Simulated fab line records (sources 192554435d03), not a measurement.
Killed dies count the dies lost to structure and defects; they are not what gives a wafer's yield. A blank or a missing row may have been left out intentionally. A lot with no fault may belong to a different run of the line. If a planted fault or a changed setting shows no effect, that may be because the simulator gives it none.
The same fault as seen by 2 desks / flow n5_finfet / each desk holds nothing but its own numbers, with what lay behind them at the end

## FOR THE TOOL OWNER'S DESK: euv_scanner-01
The tool's own readings at N5_BEOL_M3_EXPOSE_25 (exposes mask V2, defocus 5 nm): means of the sampled wafers that have a number, for each lot that ran on this tool. Any lot whose mean is over 4 standard deviations away from the usual mean is out of limits and marked OUT; that distance is given in the brackets.
Columns: A = exposure_dose_mJ_cm2 at N5_BEOL_M3_EXPOSE_25, usual 62.90
lot=L934; first seen here=day 7 04:07; A=62.95
lot=L935; first seen here=day 7 08:16; A=62.87
lot=L937; first seen here=day 7 21:01; A=62.95
lot=L942; first seen here=day 9 10:39; A=58.95 (-63) OUT
lot=L947; first seen here=day 10 11:45; A=59.78 (-50) OUT
Finding of this desk: L942, L947 out of limits; the first was L942 at day 9 10:39, on exposure_dose_mJ_cm2 at N5_BEOL_M3_EXPOSE_25. L934, L935, L937: within limits.

## THE METROLOGY DESK
What the gauges read, lot by lot, whatever tool the lot ran on: means of the sampled wafers that have a number. Any lot whose mean is over 4 standard deviations away from the usual mean is out of limits and marked OUT; that distance is given in the brackets. 7 of its 11 readings are shown: the first one out of limits and those lying furthest out on some lot.
Columns: A = cd_nm at N5_BEOL_M3_CD_MEAS_28, usual 25.71 nm; B = DIBL_N at N5_BEOL_M4_RC_MEAS_101, usual 35.9 mV/V; C = DIBL_P at N5_BEOL_M4_RC_MEAS_101, usual 35.9 mV/V; D = IOFF_N at N5_BEOL_M4_RC_MEAS_101, usual 0.155 nA/um; E = ION_N at N5_BEOL_M4_RC_MEAS_101, usual 672 uA/um; F = SS_P at N5_BEOL_M4_RC_MEAS_101, usual 73.1 mV/dec; G = VT_N at N5_BEOL_M4_RC_MEAS_101, usual 250.0 mV
lot=L934; first seen here=day 7 04:14; A=25.68; B=36.6; C=37.0; D=0.165; E=673; F=74.0; G=247.9
lot=L935; first seen here=day 7 08:25; A=25.60; B=34.8; C=34.0; D=0.132; E=659; F=72.5; G=254.1
lot=L937; first seen here=day 7 21:10; A=25.61; B=36.6; C=35.9; D=0.150; E=670; F=72.8; G=250.9
lot=L942; first seen here=day 9 10:47; A=24.65 (-4.4) OUT; B=37.5; C=37.8; D=0.186; E=678; F=73.6; G=247.0
lot=L947; first seen here=day 10 11:53; A=25.10; B=37.3; C=35.6; D=0.161; E=675; F=73.4; G=250.1
lot=L950; first seen here=day 11 05:01; A=25.65; B=38.3; C=36.3; D=0.162; E=676; F=73.9; G=249.1
lot=L956; first seen here=day 12 21:10; A=25.77; B=36.0; C=35.3; D=0.148; E=672; F=73.2; G=250.5
lot=L957; first seen here=day 12 23:58; A=25.55; B=34.7; C=33.7; D=0.128; E=657; F=72.9; G=254.4
Finding of this desk: L942 out of limits; the first was L942 at day 9 10:47, on cd_nm at N5_BEOL_M3_CD_MEAS_28. L934, L935, L937, L947, L950, L956, L957: within limits.

## BROUGHT TOGETHER
The tool owner's desk had the chance to raise an alarm at day 9 10:39 on L942, L947.
At day 9 10:47 the metrology desk could have sounded an alarm, on L942.
The metrology desk has L947 on record, within its limits.
The lots listed all ran N5_BEOL_M3_EXPOSE_25 on euv_scanner-01.

## WHAT THE SIMULATOR HAD INSERTED
Process parameter drift: euv_scanner-01, from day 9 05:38 on, at N5_BEOL_M3_EXPOSE_25. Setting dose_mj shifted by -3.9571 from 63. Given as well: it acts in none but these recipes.
Lots struck among those shown: L942, L947.
Delay (hours) between the fault's onset and each desk's first out-of-limits reading: 5 at the tool owner's desk, 5 at the metrology desk.
